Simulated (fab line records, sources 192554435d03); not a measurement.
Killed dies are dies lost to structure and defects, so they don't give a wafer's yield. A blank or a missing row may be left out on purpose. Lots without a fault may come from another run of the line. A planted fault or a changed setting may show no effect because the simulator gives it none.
A struck lot beside a sound one | flow n5_finfet | 15 steps out of a route of 1938
Sound: wafers L983.1, L983.2, L983.3. Struck: wafers L997.2, L997.3, L997.6. The cause comes at the end.
At each step with rows: each side's tool, then ch and its chambers, then its first start. Under that, the readings that differ: sound wafers | struck wafers | difference of the means | sigmas: that difference in standard deviations of wafers without a fault.
alike: readings whose means differ by less than 2 such deviations, and words and numbers that are the same on both sides. not compared: withheld readings, readings that some wafer has no value for, bounds like >300 that may hide the same value, and numbers for which the record gives no deviation and whose values overlap.
The two part at a step that has a row with sigmas, a row that says differs or no value, or rows on one side only. Numbers that don't overlap but have no deviation are shown without sigmas and don't part them. A reading that every wafer of one side lacks parts them only if that side has two wafers or more.

first, 7 steps without rows for these wafers: N5_WELL_APT_COAT_19 (resist thk 950 nm); N5_WELL_APT_EBR_21; N5_WELL_APT_SOFTBAKE_20 (time 60 s); N5_WELL_APT_EXPOSE_22 (exposes mask PWELL, defocus 0 nm, target cd 200 nm); N5_WELL_APT_PEB_23 (peb time 90 s); N5_WELL_APT_DEVELOP_24 (develop time 45 s); N5_WELL_APT_HARDBAKE_29 (time 120 s).
N5_WELL_APT_CD_MEAS_25: target cd 200 nm.
  sound on cd_sem-01 ch 0, day 1 21:02; struck on cd_sem-03 ch 0, day 5 09:06
  alike: cd_nm
N5_WELL_APT_OVL_MEAS_26:
  sound on overlay-02 ch 0, day 1 21:04; struck on overlay-01 ch 0, day 5 09:07
  reading        | sound    | struck | difference | sigmas
  PWELL_OVL (nm) | -5 -5 -5 | 14 6 6 | +14        | +3
N5_WELL_APT_INSPECT_27: inspects for defects (macro).
  sound on defect_inspect-01, day 1 21:05; struck on defect_inspect-02, day 5 09:09
  alike: raw_defect_count
N5_WELL_APT_DESCUM_30: chemistry O2, time 7.9 s.
  sound on rie_diel-06 ch 0,2,3, day 1 21:15; struck on rie_diel-05 ch 0,3, day 5 09:16
  reading                | sound             | struck            | difference | sigmas
  throttle_valve_pct (%) | 20.63 20.54 20.79 | 19.91 20.19 19.93 | -0.64      | -3
  alike: drypump_motor_current_A, oes_product_au, rf_vpp_V, showerhead_plenum_p_Torr
  not compared: rf_hours_counter_h
then, 1 step without rows for these wafers: N5_WELL_APT_IMPLANT_31.
N5_WELL_APT_IMPLANT_32:
  sound on implanter-01 ch 0, day 1 21:32; struck on implanter-02 ch 0, day 5 09:35
  reading                   | sound                | struck               | difference | sigmas
  beam_energy_keV           | 49.981 50.008 49.996 | 76.904 76.914 76.923 | +26.919    | +99 or more
  model.implant.rp_nm (nm)  | 37.38 37.38 37.38    | 56.18 56.18 56.18    | +18.80     |
  model.implant.drp_nm (nm) | 18.55 18.55 18.55    | 25.49 25.49 25.49    | +6.94      |
then, 1 step without rows for these wafers: N5_WELL_APT_STRIP_33 (strips in SPM, time 900 s).
-- the record jumps here: 12 days lie between the struck wafers' starts before and after (it left off in module WELL_APT and takes up again in module PASSIVATION, whose first step shown is number 1936 of the route) --
N5_PASSIVATION_PROBE_49:
  the record has rows for the struck wafers here (prober-01, day 17 01:45) and none for the sound ones

WHERE THEY PART
First at N5_WELL_APT_OVL_MEAS_26; last, within this record, at N5_PASSIVATION_PROBE_49.

WHY: what the simulator had put in
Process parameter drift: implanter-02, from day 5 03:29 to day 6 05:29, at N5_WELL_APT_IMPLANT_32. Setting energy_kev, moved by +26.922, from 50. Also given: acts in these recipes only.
